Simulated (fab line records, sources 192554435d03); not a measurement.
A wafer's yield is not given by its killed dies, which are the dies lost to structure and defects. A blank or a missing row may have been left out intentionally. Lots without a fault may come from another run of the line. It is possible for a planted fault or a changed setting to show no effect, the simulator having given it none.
Which tool was responsible? || flow n5Finfet || 30 wafers from 11 lots sampled at 4 of the route's 1938 steps

== WHAT THE GAUGES READ, wafer by wafer ==
No reading from a measuring or inspecting step in the record can be judged against a usual standard deviation.

== WHAT TOOL EACH LOT RAN ON (gives the tool, then ch and the chambers of the sampled wafers, and finally the start) ==
{"lot": "L211", "N5_BEOL_M8_ETCH_65": "rieDiel-02 ch 1,2,3, day 9 12:56", "N5_BEOL_M8_PRE_CLEAN_45": "pvdSputter-03, day 9 13:52", "N5_BEOL_M8_CVD_78": "cvdCo-01 ch 0,2, day 9 14:37", "N5_BEOL_M9_ILD_DEP_00": "pecvd-02 ch 1,2, day 9 15:57"}
{"lot": "L214", "N5_BEOL_M8_ETCH_65": "rieDiel-04 ch 1,2, day 10 17:22", "N5_BEOL_M8_PRE_CLEAN_45": "pvdSputter-01, day 10 19:49", "N5_BEOL_M8_CVD_78": "cvdCo-01 ch 0,1,2, day 10 20:16", "N5_BEOL_M9_ILD_DEP_00": "pecvd-04 ch 0,1, day 10 21:26"}
{"lot": "L217", "N5_BEOL_M8_ETCH_65": "rieDiel-02 ch 0,3, day 11 05:03", "N5_BEOL_M8_PRE_CLEAN_45": "pvdSputter-03, day 11 06:23", "N5_BEOL_M8_CVD_78": "cvdCo-01 ch 0,1,2, day 11 06:53", "N5_BEOL_M9_ILD_DEP_00": "pecvd-01 ch 0,1, day 11 08:49"}
{"lot": "L216", "N5_BEOL_M8_ETCH_65": "rieDiel-02 ch 1,2, day 11 20:50", "N5_BEOL_M8_PRE_CLEAN_45": "pvdSputter-03, day 11 22:53", "N5_BEOL_M8_CVD_78": "cvdCo-02 ch 0,1, day 11 23:36", "N5_BEOL_M9_ILD_DEP_00": "pecvd-02 ch 1,2, day 12 00:49"}
{"lot": "L219", "N5_BEOL_M8_ETCH_65": "rieDiel-03 ch 0,3, day 12 01:40", "N5_BEOL_M8_PRE_CLEAN_45": "pvdSputter-03, day 12 03:19", "N5_BEOL_M8_CVD_78": "cvdCo-01 ch 0,1,2, day 12 03:46", "N5_BEOL_M9_ILD_DEP_00": "pecvd-02 ch 0,1, day 12 04:59"}
{"lot": "L220", "N5_BEOL_M8_ETCH_65": "rieDiel-03 ch 0,1, day 12 10:39", "N5_BEOL_M8_PRE_CLEAN_45": "pvdSputter-02, day 12 13:47", "N5_BEOL_M8_CVD_78": "cvdCo-01 ch 0,1,2, day 12 14:16", "N5_BEOL_M9_ILD_DEP_00": "pecvd-04 ch 0,1,2, day 12 15:28"}
{"lot": "L225", "N5_BEOL_M8_ETCH_65": "rieDiel-04 ch 0,1,2, day 13 05:42", "N5_BEOL_M8_PRE_CLEAN_45": "pvdSputter-01, day 13 07:14", "N5_BEOL_M8_CVD_78": "cvdCo-01 ch 0,1,2, day 13 07:53", "N5_BEOL_M9_ILD_DEP_00": "pecvd-02 ch 0,1,2, day 13 09:01"}
{"lot": "L226", "N5_BEOL_M8_ETCH_65": "rieDiel-04 ch 1,2,3, day 13 11:25", "N5_BEOL_M8_PRE_CLEAN_45": "pvdSputter-03, day 13 12:49", "N5_BEOL_M8_CVD_78": "cvdCo-02 ch 0,1,2, day 13 13:15", "N5_BEOL_M9_ILD_DEP_00": "pecvd-01 ch 0,1,2, day 13 14:32"}
{"lot": "L229", "N5_BEOL_M8_ETCH_65": "rieDiel-04 ch 0,3, day 14 04:30", "N5_BEOL_M8_PRE_CLEAN_45": "pvdSputter-02, day 14 05:28", "N5_BEOL_M8_CVD_78": "cvdCo-01 ch 0,2, day 14 05:55", "N5_BEOL_M9_ILD_DEP_00": "pecvd-01 ch 0,1,2, day 14 07:06"}
{"lot": "L230", "N5_BEOL_M8_ETCH_65": "rieDiel-04 ch 2, day 14 09:47", "N5_BEOL_M8_PRE_CLEAN_45": "pvdSputter-01, day 14 12:16", "N5_BEOL_M8_CVD_78": "cvdCo-01 ch 0, day 14 12:46", "N5_BEOL_M9_ILD_DEP_00": "pecvd-04 ch 1, day 14 13:53"}
{"lot": "L232", "N5_BEOL_M8_ETCH_65": "rieDiel-03 ch 1,2, day 14 22:47", "N5_BEOL_M8_PRE_CLEAN_45": "pvdSputter-03, day 14 23:57", "N5_BEOL_M8_CVD_78": "cvdCo-02 ch 0,2, day 15 01:44", "N5_BEOL_M9_ILD_DEP_00": "pecvd-04 ch 0,1,2, day 15 03:08"}
- N5_BEOL_M8_ETCH_65: etches SiARC in CF4, target depth 15.6 nm, time 26 s.
- N5_BEOL_M8_PRE_CLEAN_45: time 30 s.
- N5_BEOL_M8_CVD_78: deposits Co from CCTBA/H2, target thk 2 nm, time 142.3 s.
- N5_BEOL_M9_ILD_DEP_00: deposits SiCOH lowk from DEMS/porogen, target thk 308.51 nm, time 58 s.

== WHAT THE TOOLS THEMSELVES READ (means of the sampled wafers that have a number; where no wafer has one, the mark that the record gives instead) ==
N5_BEOL_M8_ETCH_65. Usual: drypumpMotorCurrentA 5.5 A (standard deviation 0.53); etchRfOnTimeS 26.0 s (standard deviation 0.39); mfcArSccm 100.0 sccm (standard deviation 0.32); oesProductAu 0.71 a.u. (standard deviation 0.065); rfVppV 183.8 V (standard deviation 1.1); showerheadPlenumPTorr 2.11 Torr (standard deviation 0.062); throttleValvePct 15.48 % (standard deviation 0.3).
{"lot": "L211", "tool": "rieDiel-02", "drypumpMotorCurrentA (A)": 5.6, "etchRfOnTimeS (s)": 25.8, "mfcArSccm (sccm)": 99.8, "oesProductAu (a.u.)": 0.76, "rfVppV (V)": 183.8, "showerheadPlenumPTorr (Torr)": 2.14, "throttleValvePct (%)": 15.26, "flag": ""}
{"lot": "L214", "tool": "rieDiel-04", "drypumpMotorCurrentA (A)": 5.7, "etchRfOnTimeS (s)": 26.1, "mfcArSccm (sccm)": 100.5, "oesProductAu (a.u.)": 0.66, "rfVppV (V)": 184.9, "showerheadPlenumPTorr (Torr)": 2.16, "throttleValvePct (%)": 15.79, "flag": ""}
{"lot": "L217", "tool": "rieDiel-02", "drypumpMotorCurrentA (A)": 5.2, "etchRfOnTimeS (s)": 25.9, "mfcArSccm (sccm)": 100.5, "oesProductAu (a.u.)": 0.69, "rfVppV (V)": 185.6, "showerheadPlenumPTorr (Torr)": 2.18, "throttleValvePct (%)": 15.64, "flag": ""}
{"lot": "L216", "tool": "rieDiel-02", "drypumpMotorCurrentA (A)": 5.8, "etchRfOnTimeS (s)": 25.8, "mfcArSccm (sccm)": 100.1, "oesProductAu (a.u.)": 0.73, "rfVppV (V)": 183.2, "showerheadPlenumPTorr (Torr)": 2.08, "throttleValvePct (%)": 15.26, "flag": ""}
{"lot": "L219", "tool": "rieDiel-03", "drypumpMotorCurrentA (A)": 5.4, "etchRfOnTimeS (s)": 25.9, "mfcArSccm (sccm)": 100.0, "oesProductAu (a.u.)": 0.65, "rfVppV (V)": 183.8, "showerheadPlenumPTorr (Torr)": 2.18, "throttleValvePct (%)": 15.81, "flag": ""}
{"lot": "L220", "tool": "rieDiel-03", "drypumpMotorCurrentA (A)": 5.6, "etchRfOnTimeS (s)": 26.1, "mfcArSccm (sccm)": 100.0, "oesProductAu (a.u.)": 0.69, "rfVppV (V)": 183.1, "showerheadPlenumPTorr (Torr)": 2.08, "throttleValvePct (%)": 15.53, "flag": ""}
{"lot": "L225", "tool": "rieDiel-04", "drypumpMotorCurrentA (A)": 5.4, "etchRfOnTimeS (s)": 26.0, "mfcArSccm (sccm)": 100.1, "oesProductAu (a.u.)": 0.69, "rfVppV (V)": 183.5, "showerheadPlenumPTorr (Torr)": 2.12, "throttleValvePct (%)": 15.62, "flag": ""}
{"lot": "L226", "tool": "rieDiel-04", "drypumpMotorCurrentA (A)": 5.8, "etchRfOnTimeS (s)": 26.0, "mfcArSccm (sccm)": 100.0, "oesProductAu (a.u.)": 0.68, "rfVppV (V)": 184.0, "showerheadPlenumPTorr (Torr)": 2.12, "throttleValvePct (%)": 15.57, "flag": ""}
{"lot": "L229", "tool": "rieDiel-04", "drypumpMotorCurrentA (A)": 5.8, "etchRfOnTimeS (s)": 26.0, "mfcArSccm (sccm)": 99.8, "oesProductAu (a.u.)": 0.72, "rfVppV (V)": 183.7, "showerheadPlenumPTorr (Torr)": 2.08, "throttleValvePct (%)": 15.32, "flag": ""}
{"lot": "L230", "tool": "rieDiel-04", "drypumpMotorCurrentA (A)": 5.1, "etchRfOnTimeS (s)": 25.7, "mfcArSccm (sccm)": 100.4, "oesProductAu (a.u.)": 0.71, "rfVppV (V)": 183.7, "showerheadPlenumPTorr (Torr)": 2.08, "throttleValvePct (%)": 15.43, "flag": ""}
{"lot": "L232", "tool": "rieDiel-03", "drypumpMotorCurrentA (A)": 5.5, "etchRfOnTimeS (s)": 26.2, "mfcArSccm (sccm)": 100.0, "oesProductAu (a.u.)": 0.68, "rfVppV (V)": 183.9, "showerheadPlenumPTorr (Torr)": 2.08, "throttleValvePct (%)": 15.38, "flag": ""}

N5_BEOL_M8_PRE_CLEAN_45. Usual: heaterPowerW reads 334 W (standard deviation 46).
{"lot": "L211", "tool": "pvdSputter-03", "heaterPowerW (W)": 362, "flag": ""}
{"lot": "L214", "tool": "pvdSputter-01", "heaterPowerW (W)": 297, "flag": ""}
{"lot": "L217", "tool": "pvdSputter-03", "heaterPowerW (W)": 330, "flag": ""}
{"lot": "L216", "tool": "pvdSputter-03", "heaterPowerW (W)": 388, "flag": ""}
{"lot": "L219", "tool": "pvdSputter-03", "heaterPowerW (W)": 351, "flag": ""}
{"lot": "L220", "tool": "pvdSputter-02", "heaterPowerW (W)": 368, "flag": ""}
{"lot": "L225", "tool": "pvdSputter-01", "heaterPowerW (W)": 293, "flag": ""}
{"lot": "L226", "tool": "pvdSputter-03", "heaterPowerW (W)": 329, "flag": ""}
{"lot": "L229", "tool": "pvdSputter-02", "heaterPowerW (W)": 356, "flag": ""}
{"lot": "L230", "tool": "pvdSputter-01", "heaterPowerW (W)": 265, "flag": ""}
{"lot": "L232", "tool": "pvdSputter-03", "heaterPowerW (W)": 334, "flag": ""}

N5_BEOL_M8_CVD_78. Usual: runLengthS reads 165.4 s (standard deviation 0.51).
{"lot": "L211", "tool": "cvdCo-01", "runLengthS (s)": 164.9, "flag": ""}
{"lot": "L214", "tool": "cvdCo-01", "runLengthS (s)": 165.0, "flag": ""}
{"lot": "L217", "tool": "cvdCo-01", "runLengthS (s)": 165.1, "flag": ""}
{"lot": "L216", "tool": "cvdCo-02", "runLengthS (s)": 165.4, "flag": ""}
{"lot": "L219", "tool": "cvdCo-01", "runLengthS (s)": 165.5, "flag": ""}
{"lot": "L220", "tool": "cvdCo-01", "runLengthS (s)": 165.6, "flag": ""}
{"lot": "L225", "tool": "cvdCo-01", "runLengthS (s)": 202.3, "flag": "OFF"}
{"lot": "L226", "tool": "cvdCo-02", "runLengthS (s)": 166.0, "flag": ""}
{"lot": "L229", "tool": "cvdCo-01", "runLengthS (s)": 183.6, "flag": "OFF"}
{"lot": "L230", "tool": "cvdCo-01", "runLengthS (s)": 164.4, "flag": ""}
{"lot": "L232", "tool": "cvdCo-02", "runLengthS (s)": 165.8, "flag": ""}

N5_BEOL_M9_ILD_DEP_00. Usual: heaterPowerW 297 W, standard deviation 34; showerheadPlenumPTorr 5.745 Torr, standard deviation 0.015; throttleValvePct 14.2 %, standard deviation 0.82.
{"lot": "L211", "tool": "pecvd-02", "heaterPowerW (W)": 263, "showerheadPlenumPTorr (Torr)": 5.745, "throttleValvePct (%)": 13.8, "flag": ""}
{"lot": "L214", "tool": "pecvd-04", "heaterPowerW (W)": 309, "showerheadPlenumPTorr (Torr)": 5.735, "throttleValvePct (%)": 13.5, "flag": ""}
{"lot": "L217", "tool": "pecvd-01", "heaterPowerW (W)": 305, "showerheadPlenumPTorr (Torr)": 5.761, "throttleValvePct (%)": 14.7, "flag": ""}
{"lot": "L216", "tool": "pecvd-02", "heaterPowerW (W)": 304, "showerheadPlenumPTorr (Torr)": 5.735, "throttleValvePct (%)": 13.7, "flag": ""}
{"lot": "L219", "tool": "pecvd-02", "heaterPowerW (W)": 296, "showerheadPlenumPTorr (Torr)": 5.752, "throttleValvePct (%)": 14.2, "flag": ""}
{"lot": "L220", "tool": "pecvd-04", "heaterPowerW (W)": 296, "showerheadPlenumPTorr (Torr)": 5.727, "throttleValvePct (%)": 14.0, "flag": ""}
{"lot": "L225", "tool": "pecvd-02", "heaterPowerW (W)": 301, "showerheadPlenumPTorr (Torr)": 5.748, "throttleValvePct (%)": 14.3, "flag": ""}
{"lot": "L226", "tool": "pecvd-01", "heaterPowerW (W)": 302, "showerheadPlenumPTorr (Torr)": 5.755, "throttleValvePct (%)": 14.1, "flag": ""}
{"lot": "L229", "tool": "pecvd-01", "heaterPowerW (W)": 322, "showerheadPlenumPTorr (Torr)": 5.750, "throttleValvePct (%)": 14.1, "flag": ""}
{"lot": "L230", "tool": "pecvd-04", "heaterPowerW (W)": 251, "showerheadPlenumPTorr (Torr)": 5.739, "throttleValvePct (%)": 13.3, "flag": ""}
{"lot": "L232", "tool": "pecvd-04", "heaterPowerW (W)": 288, "showerheadPlenumPTorr (Torr)": 5.726, "throttleValvePct (%)": 13.7, "flag": ""}

== THE ANSWER, worked out from the rows above alone ==
Rule: lot off if the mean of its wafers having a number is beyond 3 standard deviations from the usual mean. A lot without any number at a reading at which 4 lots or more have one is off too. Any other lot the step has rows for is counted as sound. The gauges are gone through in route order, then the tools' own readings, and for those a lot's mean is taken as printed above. The first step at which some lot is off is used, and at that step the reading that is off furthest; a lot without a number counts as furthest.
Off: L225, L229 (N5_BEOL_M8_CVD_78, runLengthS).
A tool fits if, at that step or a process step before it, it ran every lot that is off, and no sound lot after the first of them. None of those tried fits.

== WHAT THE SIMULATOR HAD INSERTED ==
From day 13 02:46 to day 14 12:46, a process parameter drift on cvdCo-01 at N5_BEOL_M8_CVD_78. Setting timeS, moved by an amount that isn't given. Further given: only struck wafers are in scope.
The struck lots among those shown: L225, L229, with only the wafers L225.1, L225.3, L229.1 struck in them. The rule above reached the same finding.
